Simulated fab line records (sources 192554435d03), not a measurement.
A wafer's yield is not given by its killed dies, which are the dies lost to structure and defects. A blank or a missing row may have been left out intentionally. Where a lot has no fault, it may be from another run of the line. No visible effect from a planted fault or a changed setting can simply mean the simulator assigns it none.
Commonality check across tools	flow n5Finfet	29 wafers sampled across 10 lots

## WHY THIS WAS OPENED
N5_BEOL_M14_OVL_MEAS_11, reading V13_OVL: flagged on 2 of 10 lots. No-fault wafers: 2 nm, standard deviation 5.1.
Rule: a lot is flagged when every wafer of it that has a number lies more than 4 standard deviations from that mean, or none has a number. As for the other lots, they are considered sound.

lot	measured	on	V13_OVL (nm), wafer by wafer	flag
L440	day 13 01:49	overlay-01	4 5 15	
L439	day 13 06:31	overlay-01	3 5	
L443	day 13 07:03	overlay-02	15 5 3	
L441	day 13 13:46	overlay-01	8 7 9	
L442	day 13 21:15	overlay-02	-5 -3 -2	
L448	day 14 15:34	overlay-02	43 35 43	FLAGGED
L449	day 14 21:38	overlay-02	38 48 39	FLAGGED
L454	day 16 13:29	overlay-01	9 7 -3	
L455	day 16 20:52	overlay-01	3 4 4	
L458	day 17 07:44	overlay-02	2 6 -1	
Average over the flagged lots: 41 nm; offset from the usual +39 nm, equal to +8 standard deviations.

## WHICH TOOL EACH LOT WENT THROUGH
Before the reading, the record contains 2 process steps out of a 1938-step route. Cell contents, in order: the tool; ch with the chambers the sampled wafers went through; the start.
lot	flag	N5_BEOL_M13_ANNEAL_48	N5_BEOL_M14_EXPOSE_07
L440		rtpAnneal-01 ch 0, day 13 00:35	krfScanner-02 ch 0, day 13 01:37
L439		rtpAnneal-02 ch 0, day 13 05:14	krfScanner-02 ch 0, day 13 06:19
L443		rtpAnneal-02 ch 0, day 13 05:44	krfScanner-02 ch 0, day 13 06:50
L441		rtpAnneal-01 ch 0, day 13 12:29	krfScanner-02 ch 0, day 13 13:34
L442		rtpAnneal-01 ch 0, day 13 19:58	krfScanner-02 ch 0, day 13 21:03
L448	FLAGGED	rtpAnneal-01 ch 0, day 14 14:09	krfScanner-02 ch 0, day 14 15:22
L449	FLAGGED	rtpAnneal-02 ch 0, day 14 20:15	krfScanner-02 ch 0, day 14 21:26
L454		rtpAnneal-01 ch 0, day 16 12:02	krfScanner-01 ch 0, day 16 13:17
L455		rtpAnneal-01 ch 0, day 16 19:34	krfScanner-01 ch 0, day 16 20:40
L458		rtpAnneal-01 ch 0, day 17 06:29	krfScanner-01 ch 0, day 17 07:32
These steps, and what they do:
- N5_BEOL_M13_ANNEAL_48: time 90 s.
- N5_BEOL_M14_EXPOSE_07: exposes mask V13.
- N5_BEOL_M14_OVL_MEAS_11

## FLAGGED OVER TOTAL, TOOL BY TOOL (the gauges that took the reading come last)
step	tool	lots run	flagged	share of the flagged lots	sound lots run after its first flagged lot
N5_BEOL_M13_ANNEAL_48	rtpAnneal-01	7	1	some	3 (L454,L455,L458)
N5_BEOL_M13_ANNEAL_48	rtpAnneal-02	3	1	some	0
N5_BEOL_M14_EXPOSE_07	krfScanner-01	3	0	none	-
N5_BEOL_M14_EXPOSE_07	krfScanner-02	7	2	all	0
N5_BEOL_M14_OVL_MEAS_11	overlay-01	5	0	none	-
N5_BEOL_M14_OVL_MEAS_11	overlay-02	5	2	all	1 (L458)

## WHAT IS ALLOWED BY THE TABLE
Every flagged lot went through 2 rows of the table: krfScanner-02 at N5_BEOL_M14_EXPOSE_07 and overlay-02 at N5_BEOL_M14_OVL_MEAS_11.
- krfScanner-02 at N5_BEOL_M14_EXPOSE_07: 2 of its 7 lots flagged. Its last sound lot is L442 (day 13 21:03), its first flagged lot L448 (day 14 15:22): a fault that began between those two fits.
- overlay-02 at N5_BEOL_M14_OVL_MEAS_11: 2 of its 5 lots flagged. Sound lots ran on it after the first flagged one (L458), which a lasting fault on the whole tool wouldn't allow.
Left over: one tool, krfScanner-02 at N5_BEOL_M14_EXPOSE_07.

## WHAT WAS PUT IN BY THE SIMULATOR
Scanner matching overlay: krfScanner-02, from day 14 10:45 on, at N5_BEOL_M14_EXPOSE_07. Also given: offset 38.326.
Struck lots among those shown: L448, L449. The rule above reached the same finding.
